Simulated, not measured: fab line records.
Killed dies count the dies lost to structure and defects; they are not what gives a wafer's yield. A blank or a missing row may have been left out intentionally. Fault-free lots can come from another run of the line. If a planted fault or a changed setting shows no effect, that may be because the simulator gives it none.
A lot that was struck, set against a sound lot :: flow n5_finfet :: 15 out of 1938 route steps
Sound: the wafers L822.1, L822.3, L822.6. Struck: wafer L833.3 (left out: L833.6, a lot-mate that was not struck); the cause follows at the end.
At each step with rows: each side's tool, then ch and its chambers, then its first start. Under that, the readings that differ: sound wafers :: struck wafers :: difference of the means :: sigmas: that difference in standard deviations of wafers without a fault.
alike: readings whose means differ by less than 2 such deviations, and words and numbers that are the same on both sides. not compared: withheld readings, readings that some wafer has no value for, bounds like >300 that may hide the same value, and numbers for which the record gives no deviation and whose values overlap.
The two part at a step that has a row with sigmas, a row that says differs or no value, or rows on one side only. Non-overlapping numbers with no deviation appear without sigmas and do not part them. A reading that every wafer of one side lacks parts them only if that side has two wafers or more.

first, 2 steps without rows for these wafers: N5_FIN_SAQP_HM_OPEN_73 (chemistry CHF3/O2, target SiO2, stops on a-Si, target depth 12 nm, time 16.8 s); N5_FIN_SAQP_STRIP_74 (strips in CHF3/O2).
N5_FIN_SAQP_MANDREL_ETCH_22: etches a-Si in HBr/Cl2, stops on SiNx, target depth 60 nm, bt time 10 s, time 30 s.
  sound on rie_si-01 ch 0,1,3, day 2 10:08; struck on rie_si-01 ch 2, day 5 04:56
  alike: drypump_motor_current_A, oes_product_au, throttle_valve_pct
  not compared: rf_hours_counter_h
then, 3 steps without rows for these wafers: N5_FIN_SAQP_STRIP_55 (strips in N2/H2); N5_FIN_SAQP_STRIP_23 (strips in SPM, time 750 s); N5_FIN_SAQP_SRD_66 (time 30 s).
N5_FIN_SAQP_RECESS_75: chemistry HF/NH3, target SiO2, target depth 14.4 nm, afs cycles 3, sublimation time 60 s.
  sound on vapor_etch-01 ch 0,1, day 2 10:33; struck on vapor_etch-02 ch 0, day 5 05:31
  alike: drypump_motor_current_A
then, 2 steps without rows for these wafers: N5_FIN_SAQP_SPACER1_ALD_24 (deposits SiO2, target thk 20.3 nm, pulse time 1 s, purge time 2 s); N5_FIN_SAQP_SPACER1_ETCHBACK_25 (etches SiO2 in CHF3/O2, target depth 24.4 nm, time 12.2 s).
N5_FIN_SAQP_MANDREL1_REMOVE_56: chemistry HBr/Cl2/O2, target a-Si, stops on SiNx, bt time 10 s.
  sound on rie_si-02 ch 1,2,3, day 2 11:44; struck on rie_si-02 ch 2, day 5 06:35
  alike: drypump_motor_current_A, oes_product_au, throttle_valve_pct
  not compared: rf_hours_counter_h
N5_FIN_SAQP_CD_MEAS_27: target cd 20 nm.
  sound on cd_sem-03 ch 0, day 2 11:51; struck on cd_sem-01 ch 0, day 5 06:42
  alike: cd_nm
N5_FIN_SAQP_ETCH_57: etches SiNx in CH3F/O2, target depth 32.5 nm, time 46.4 s.
  sound on rie_diel-01 ch 2,3, day 2 11:54; struck on rie_diel-01 ch 1, day 5 06:48
reading: rf_vpp_V (V)
sound: 302 293 292
struck: 315
difference: +19
sigmas: +2
  alike: drypump_motor_current_A, etch_rf_on_time_s, mfc_ar_sccm, oes_product_au, showerhead_plenum_p_Torr, throttle_valve_pct
  not compared: rf_hours_counter_h
N5_FIN_SAQP_ETCH_65: etches SiO2 in CF4, target depth 4 nm, time 4.4 s.
  sound on rie_si-01 ch 0,1,3, day 2 12:01; struck on rie_si-06 ch 1, day 5 06:54
reading: oes_product_au (a.u.)
sound: 1.008 1.010 0.990
struck: 1.369
difference: +0.366
sigmas: +31

reading: model.etch.depth_nm (nm)
sound: 4.064 3.898 4.041
struck: 6.37
difference: +2.37
sigmas: 
  alike: drypump_motor_current_A, throttle_valve_pct
  not compared: rf_hours_counter_h
N5_FIN_SAQP_MANDREL_ETCH_58: etches a-Si in HBr/Cl2, stops on SiNx, target depth 45 nm, bt time 10 s, time 27 s.
  sound on rie_si-01 ch 0,1,3, day 2 12:02; struck on rie_si-06 ch 1, day 5 06:56
  alike: drypump_motor_current_A, oes_product_au, throttle_valve_pct
  not compared: rf_hours_counter_h
after that, 1 step had no rows for these wafers: N5_PASSIVATION_PROBE_49.

WHERE THEY PART
At N5_FIN_SAQP_ETCH_57 first; at N5_FIN_SAQP_ETCH_65 last (within this record only). Later steps at which nothing parts them and some readings are alike: N5_FIN_SAQP_MANDREL_ETCH_58.

WHY: whatever the simulator had introduced
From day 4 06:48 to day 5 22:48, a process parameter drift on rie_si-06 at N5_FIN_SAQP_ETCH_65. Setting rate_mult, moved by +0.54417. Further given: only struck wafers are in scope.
